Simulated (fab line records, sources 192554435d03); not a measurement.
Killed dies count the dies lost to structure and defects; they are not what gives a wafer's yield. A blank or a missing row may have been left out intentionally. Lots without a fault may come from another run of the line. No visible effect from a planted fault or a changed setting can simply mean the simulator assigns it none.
Matching of chambers :: flow n5_finfet :: N5_DUMMY_GATE_ALD_02 on ald_sin-04: 4 sister chambers
The step deposits SiO2, target thk 2 nm, pulse time 1 s. 27 wafers are shown with their chamber, then 12 later ones without.

## EACH WAFER AND ITS CHAMBER
wafer: L075.2
chamber: 0
heater_power_outer_w (W): 237
heater_power_w (W): 427
precursor_pulse_height_rel: 0.995

wafer: L075.3
chamber: 2
heater_power_outer_w (W): 267
heater_power_w (W): 461
precursor_pulse_height_rel: 0.986

wafer: L075.6
chamber: 0
heater_power_outer_w (W): 232
heater_power_w (W): 427
precursor_pulse_height_rel: 1.012

wafer: L076.1
chamber: 3
heater_power_outer_w (W): 335
heater_power_w (W): 542
precursor_pulse_height_rel: 1.004

wafer: L076.3
chamber: 2
heater_power_outer_w (W): 260
heater_power_w (W): 478
precursor_pulse_height_rel: 0.991

wafer: L076.6
chamber: 3
heater_power_outer_w (W): 325
heater_power_w (W): 566
precursor_pulse_height_rel: 1.036

wafer: L078.2
chamber: 2
heater_power_outer_w (W): 259
heater_power_w (W): 473
precursor_pulse_height_rel: 1.014

wafer: L078.3
chamber: 3
heater_power_outer_w (W): 323
heater_power_w (W): 560
precursor_pulse_height_rel: 0.999

wafer: L078.5
chamber: 3
heater_power_outer_w (W): 328
heater_power_w (W): 557
precursor_pulse_height_rel: 0.948

wafer: L079.1
chamber: 3
heater_power_outer_w (W): 330
heater_power_w (W): 567
precursor_pulse_height_rel: 0.983

wafer: L079.5
chamber: 0
heater_power_outer_w (W): 232
heater_power_w (W): 432
precursor_pulse_height_rel: 0.983

wafer: L079.6
chamber: 3
heater_power_outer_w (W): 331
heater_power_w (W): 559
precursor_pulse_height_rel: 1.007

wafer: L081.1
chamber: 3
heater_power_outer_w (W): 321
heater_power_w (W): 552
precursor_pulse_height_rel: 1.014

wafer: L081.2
chamber: 1
heater_power_outer_w (W): 238
heater_power_w (W): 408
precursor_pulse_height_rel: 0.956

wafer: L081.4
chamber: 2
heater_power_outer_w (W): 257
heater_power_w (W): 470
precursor_pulse_height_rel: 0.989

wafer: L082.2
chamber: 0
heater_power_outer_w (W): 232
heater_power_w (W): 435
precursor_pulse_height_rel: 0.983

wafer: L082.3
chamber: 2
heater_power_outer_w (W): 263
heater_power_w (W): 474
precursor_pulse_height_rel: 0.995

wafer: L082.4
chamber: 3
heater_power_outer_w (W): 324
heater_power_w (W): 559
precursor_pulse_height_rel: 1.008

wafer: L083.1
chamber: 0
heater_power_outer_w (W): 235
heater_power_w (W): 431
precursor_pulse_height_rel: 1.026

wafer: L083.5
chamber: 2
heater_power_outer_w (W): 268
heater_power_w (W): 470
precursor_pulse_height_rel: 1.020

wafer: L083.6
chamber: 1
heater_power_outer_w (W): 233
heater_power_w (W): 404
precursor_pulse_height_rel: 1.001

wafer: L086.1
chamber: 3
heater_power_outer_w (W): 324
heater_power_w (W): 569
precursor_pulse_height_rel: 0.945

wafer: L086.3
chamber: 0
heater_power_outer_w (W): 234
heater_power_w (W): 430
precursor_pulse_height_rel: 0.995

wafer: L086.6
chamber: 1
heater_power_outer_w (W): 237
heater_power_w (W): 416
precursor_pulse_height_rel: 1.018

wafer: L087.2
chamber: 0
heater_power_outer_w (W): 233
heater_power_w (W): 441
precursor_pulse_height_rel: 0.993

wafer: L087.5
chamber: 3
heater_power_outer_w (W): 333
heater_power_w (W): 541
precursor_pulse_height_rel: 1.044

wafer: L087.6
chamber: 0
heater_power_outer_w (W): 233
heater_power_w (W): 433
precursor_pulse_height_rel: 1.002

SIGNATURES (means of the wafers above)
reading: heater_power_outer_w
chamber 0: 233.50
chamber 1: 236.00
chamber 2: 262.33
chamber 3: 327.40
scatter within a chamber: 3.81

reading: heater_power_w
chamber 0: 432.00
chamber 1: 409.33
chamber 2: 471.00
chamber 3: 557.20
scatter within a chamber: 7.32

reading: precursor_pulse_height_rel
chamber 0: 0.99862
chamber 1: 0.99167
chamber 2: 0.99917
chamber 3: 0.99880
scatter within a chamber: 0.0248
Rule: for a wafer and a chamber, the distance is found by dividing, reading by reading, the gap between the wafer's reading and the chamber's mean by the reading's scatter, squaring, summing and taking the root. The wafer belongs to the nearest chamber; if the next one is less than 2 further off, it can't be placed. The scatter: take each reading less its chamber's mean, square it, sum over the shown wafers, divide by the number of wafers less the number of chambers, and take the root.

## WAFERS WITHOUT THEIR CHAMBER
wafer: L089.1
heater_power_outer_w (W): 231
heater_power_w (W): 443
precursor_pulse_height_rel: 1.058

wafer: L089.4
heater_power_outer_w (W): 332
heater_power_w (W): 555
precursor_pulse_height_rel: 1.018

wafer: L089.6
heater_power_outer_w (W): 330
heater_power_w (W): 561
precursor_pulse_height_rel: 1.028

wafer: L092.1
heater_power_outer_w (W): 262
heater_power_w (W): 470
precursor_pulse_height_rel: 1.023

wafer: L092.2
heater_power_outer_w (W): 241
heater_power_w (W): 435
precursor_pulse_height_rel: 0.984

wafer: L092.5
heater_power_outer_w (W): 236
heater_power_w (W): 430
precursor_pulse_height_rel: 0.973

wafer: L094.2
heater_power_outer_w (W): 232
heater_power_w (W): 418
precursor_pulse_height_rel: 1.031

wafer: L094.3
heater_power_outer_w (W): 263
heater_power_w (W): 486
precursor_pulse_height_rel: 1.013

wafer: L094.6
heater_power_outer_w (W): 232
heater_power_w (W): 427
precursor_pulse_height_rel: 1.030

wafer: L095.2
heater_power_outer_w (W): 258
heater_power_w (W): 482
precursor_pulse_height_rel: 0.981

wafer: L095.5
heater_power_outer_w (W): 335
heater_power_w (W): 549
precursor_pulse_height_rel: 0.990

wafer: L095.6
heater_power_outer_w (W): 260
heater_power_w (W): 475
precursor_pulse_height_rel: 1.013

## EACH ONE'S CHAMBER
wafer: L089.1
from the rows above: 0
in truth: 0

wafer: L089.4
from the rows above: 3
in truth: 3

wafer: L089.6
from the rows above: 3
in truth: 3

wafer: L092.1
from the rows above: 2
in truth: 2

wafer: L092.2
from the rows above: can't be placed: 0 or 1
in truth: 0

wafer: L092.5
from the rows above: can't be placed: 0 or 1
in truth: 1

wafer: L094.2
from the rows above: can't be placed: 1 or 0
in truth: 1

wafer: L094.3
from the rows above: 2
in truth: 2

wafer: L094.6
from the rows above: can't be placed: 0 or 1
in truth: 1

wafer: L095.2
from the rows above: 2
in truth: 2

wafer: L095.5
from the rows above: 3
in truth: 3

wafer: L095.6
from the rows above: 2
in truth: 2
Correct placement for 8 of the 12. Not placeable from these rows: 4 (in 4, the candidates include the true chamber). Number placed wrongly: 0.
